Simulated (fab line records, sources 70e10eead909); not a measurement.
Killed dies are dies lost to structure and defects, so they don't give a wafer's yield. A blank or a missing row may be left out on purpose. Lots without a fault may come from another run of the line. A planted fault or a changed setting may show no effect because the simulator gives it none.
Which tool did it? | flow nand_harc | 14 lots, 42 wafers sampled, at 5 steps of a route of 1302

WHAT THE GAUGES READ, wafer by wafer
NHARC_A_M1_OVL_MEAS_10: pitch 240 nm.
lot  | measured     | on         | overlay_x_nm (nm) | overlay_y_nm (nm)
L439 | day 23 07:47 | overlay-01 | 2.5 2.6 2.7       | -1.0 -0.7 -0.3
L438 | day 23 08:13 | overlay-02 | 0.6 0.6 -0.1      | 0.2 0.2 -0.3
L437 | day 23 09:32 | overlay-01 | 0.4 1.1 0.5       | -0.4 -0.5 -0.4
L440 | day 23 23:07 | overlay-01 | 0.2 0.9 0.3       | 0.7 1.2 1.3
L442 | day 25 10:40 | overlay-02 | -0.7 -0.7 -1.1    | -1.3 -1.2 -1.1
L445 | day 25 16:47 | overlay-02 | -1.6 -1.4 -1.0    | 0.6 1.8 0.8
L443 | day 25 19:40 | overlay-01 | -1.6 -1.5 -1.4    | 0.0 0.6 0.7
L444 | day 26 23:51 | overlay-02 | 0.7 0.4 0.1       | 0.6 0.8 0.4
L446 | day 27 01:26 | overlay-02 | -0.3 -0.6 -0.1    | 0.0 0.2 0.1
L449 | day 28 01:04 | overlay-01 | 0.1 0.4 0.4       | -0.2 -0.6 -0.7
L451 | day 28 20:14 | overlay-02 | -0.4 -0.1 -0.1    | 0.8 0.3 0.3
L457 | day 31 03:10 | overlay-02 | 0.2 0.3 -0.1      | -0.4 -0.1 0.2
L456 | day 31 05:22 | overlay-02 | 0.9 0.6 1.0       | -0.5 -0.8 -1.2
L460 | day 32 20:20 | overlay-01 | -0.4 -0.5 -0.4    | -1.2 -1.3 -1.2

NHARC_END_SORT_01.
lot  | measured     | on        | defect_limited_yield (%) | killed_at_array | killed_at_other | killed_at_periphery | killed_dies | killed_open | killed_short
L439 | day 24 20:28 | prober-02 | 89.2 87.1 90.1           | 70 84 67        | 0 0 0           | 3 3 0               | 73 87 67    | 4 5 3       | 2 2 1
L445 | day 27 00:29 | prober-01 | 93.6 94.4 93.8           | 39 36 39        | 0 0 0           | 4 2 3               | 43 38 42    | 4 3 0       | 5 1 4
L449 | day 29 14:52 | prober-02 | 87.9 89.7 90.1           | 77 65 65        | 2 0 0           | 3 5 2               | 82 70 67    | 5 1 1       | 7 0 3
L456 | day 33 05:04 | prober-01 | 93.4 93.4 92.9           | 40 42 44        | 1 1 1           | 4 2 3               | 45 45 48    | 1 3 5       | 1 2 1

WHICH TOOL RAN EACH LOT (tool, then ch and the chambers of the sampled wafers, then the start)
lot  | NHARC_A_M0_PVD_20                       | NHARC_A_M0_PVD_21                       | NHARC_A_M1_SOFTBAKE_04
L439 | pvd_sputter-02, day 23 07:00 or earlier | pvd_sputter-02, day 23 07:00 or earlier | litho_track-01 ch 0, day 23 07:00
L438 | pvd_sputter-01, day 23 07:00 or earlier | pvd_sputter-01, day 23 07:00 or earlier | litho_track-01 ch 0, day 23 07:00
L437 | pvd_sputter-01, day 23 09:00 or earlier | pvd_sputter-01, day 23 09:00 or earlier | litho_track-06 ch 0, day 23 09:00
L440 | pvd_sputter-02, day 23 22:00 or earlier | pvd_sputter-02, day 23 22:00 or earlier | litho_track-06 ch 0, day 23 22:00
L442 | pvd_sputter-03, day 25 10:00 or earlier | pvd_sputter-03, day 25 10:00 or earlier | litho_track-04 ch 0, day 25 10:00
L445 | pvd_sputter-03, day 25 16:00 or earlier | pvd_sputter-03, day 25 16:00 or earlier | litho_track-06 ch 0, day 25 16:00
L443 | pvd_sputter-02, day 25 19:00 or earlier | pvd_sputter-02, day 25 19:00 or earlier | litho_track-01 ch 0, day 25 19:00
L444 | pvd_sputter-02, day 26 23:00 or earlier | pvd_sputter-02, day 26 23:00 or earlier | litho_track-01 ch 0, day 26 23:00
L446 | pvd_sputter-03, day 27 00:00 or earlier | pvd_sputter-03, day 27 00:00 or earlier | litho_track-06 ch 0, day 27 00:00
L449 | pvd_sputter-03, day 28 00:00 or earlier | pvd_sputter-03, day 28 00:00 or earlier | litho_track-06 ch 0, day 28 00:00
L451 | pvd_sputter-02, day 28 19:00 or earlier | pvd_sputter-02, day 28 19:00 or earlier | litho_track-04 ch 0, day 28 19:00
L457 | pvd_sputter-03, day 31 02:00 or earlier | pvd_sputter-03, day 31 02:00 or earlier | litho_track-04 ch 0, day 31 02:00
L456 | pvd_sputter-03, day 31 04:00 or earlier | pvd_sputter-03, day 31 04:00 or earlier | litho_track-04 ch 0, day 31 04:00
L460 | pvd_sputter-03, day 32 19:00 or earlier | pvd_sputter-03, day 32 19:00 or earlier | litho_track-06 ch 0, day 32 19:00
- NHARC_A_M0_PVD_20: deposits TaN, target thk 5 nm, time 8.06 s.
- NHARC_A_M0_PVD_21: deposits Cu, target thk 30 nm, time 20.49 s.
- NHARC_A_M1_SOFTBAKE_04: time 55 s.

WHAT THE TOOLS THEMSELVES READ (means of the sampled wafers that have a number; where no wafer has one, the mark that the record gives instead)
NHARC_A_M0_PVD_20.
lot  | tool           | throttle_valve_pct (%)
L439 | pvd_sputter-02 | 29.6
L438 | pvd_sputter-01 | 30.2
L437 | pvd_sputter-01 | 30.3
L440 | pvd_sputter-02 | 29.9
L442 | pvd_sputter-03 | 29.2
L445 | pvd_sputter-03 | 28.9
L443 | pvd_sputter-02 | 29.6
L444 | pvd_sputter-02 | 29.7
L446 | pvd_sputter-03 | 29.5
L449 | pvd_sputter-03 | 29.3
L451 | pvd_sputter-02 | 30.2
L457 | pvd_sputter-03 | 29.0
L456 | pvd_sputter-03 | 28.8
L460 | pvd_sputter-03 | 28.9

NHARC_A_M0_PVD_21.
lot  | tool           | throttle_valve_pct (%)
L439 | pvd_sputter-02 | 29.5
L438 | pvd_sputter-01 | 30.0
L437 | pvd_sputter-01 | 30.5
L440 | pvd_sputter-02 | 29.2
L442 | pvd_sputter-03 | 28.7
L445 | pvd_sputter-03 | 29.0
L443 | pvd_sputter-02 | 29.4
L444 | pvd_sputter-02 | 29.6
L446 | pvd_sputter-03 | 29.0
L449 | pvd_sputter-03 | 29.5
L451 | pvd_sputter-02 | 30.4
L457 | pvd_sputter-03 | 28.6
L456 | pvd_sputter-03 | 28.9
L460 | pvd_sputter-03 | 29.0

NHARC_A_M1_SOFTBAKE_04.
lot  | tool           | heater_power_total_W (W) | plate_temp_C (C) | resist_line_temp_C (C)
L439 | litho_track-01 | 188.42                   | 104.77           | 22.97
L438 | litho_track-01 | 188.39                   | 104.95           | 22.90
L437 | litho_track-06 | 188.45                   | 104.92           | 22.99
L440 | litho_track-06 | 188.44                   | 105.04           | 23.01
L442 | litho_track-04 | 188.30                   | 104.95           | 23.06
L445 | litho_track-06 | 188.39                   | 104.99           | 22.99
L443 | litho_track-01 | 188.45                   | 104.86           | 23.03
L444 | litho_track-01 | 188.53                   | 105.06           | 23.04
L446 | litho_track-06 | 188.44                   | 104.94           | 22.90
L449 | litho_track-06 | 188.58                   | 104.91           | 22.88
L451 | litho_track-04 | 188.47                   | 104.88           | 23.01
L457 | litho_track-04 | 177.41                   | 100.31           | 23.06
L456 | litho_track-04 | 177.48                   | 100.39           | 22.95
L460 | litho_track-06 | 188.41                   | 104.85           | 22.83

THE ANSWER, worked out from the rows above alone
Rule: what is usual is taken from the lots themselves. Put in order of their means at a reading, lots are off if they are a third of the lots or fewer, leave a main group of 4 or more, and stand apart from it by a gap of 3 or more times the standard deviation of the main group's means; of several such gaps the widest counts. A main group whose means are all the same, to the digits that the tables above print for the reading, isn't used. A lot without any number at a reading at which 4 lots or more have one is off too. The other lots that the step has rows for count as sound. The gauges are gone through in route order, then the tools' own readings, and for those a lot's mean is taken as printed above. The first step at which some lot is off is used, and at that step the reading that is off furthest; a lot without a number counts as furthest.
Off: L457, L456, at NHARC_A_M1_SOFTBAKE_04 (heater_power_total_W). The main group: mean 188.44 W, standard deviation 0.068.
A tool fits if, at that step or a process step before it, it ran every lot that is off, and no sound lot after the first of them. NHARC_A_M0_PVD_20 gives no start for some lots, so the hours and the order of its lots are those of NHARC_A_M1_SOFTBAKE_04. NHARC_A_M0_PVD_21 gives no start for some lots, so the hours and the order of its lots are those of NHARC_A_M1_SOFTBAKE_04. One fits: litho_track-04 at NHARC_A_M1_SOFTBAKE_04. Its last sound lot is L451 (day 28 19:00), its first lot that is off L457 (day 31 02:00): a fault that began between those two fits.
The tool's own readings at NHARC_A_M1_SOFTBAKE_04 bear it out: on the lots that are off they differ by more than 5 times the standard deviation of the sound lots' means. heater_power_total_W reads 177.44 W there against 188.44 W on the sound lots; plate_temp_C reads 100.35 C there against 104.93 C on the sound lots.

WHAT THE SIMULATOR HAD PUT IN
Process parameter drift: litho_track-04, from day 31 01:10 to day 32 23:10, at NHARC_A_M1_SOFTBAKE_04. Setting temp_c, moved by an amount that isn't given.
Lots struck among those shown: L457, L456. The rule above found the same.
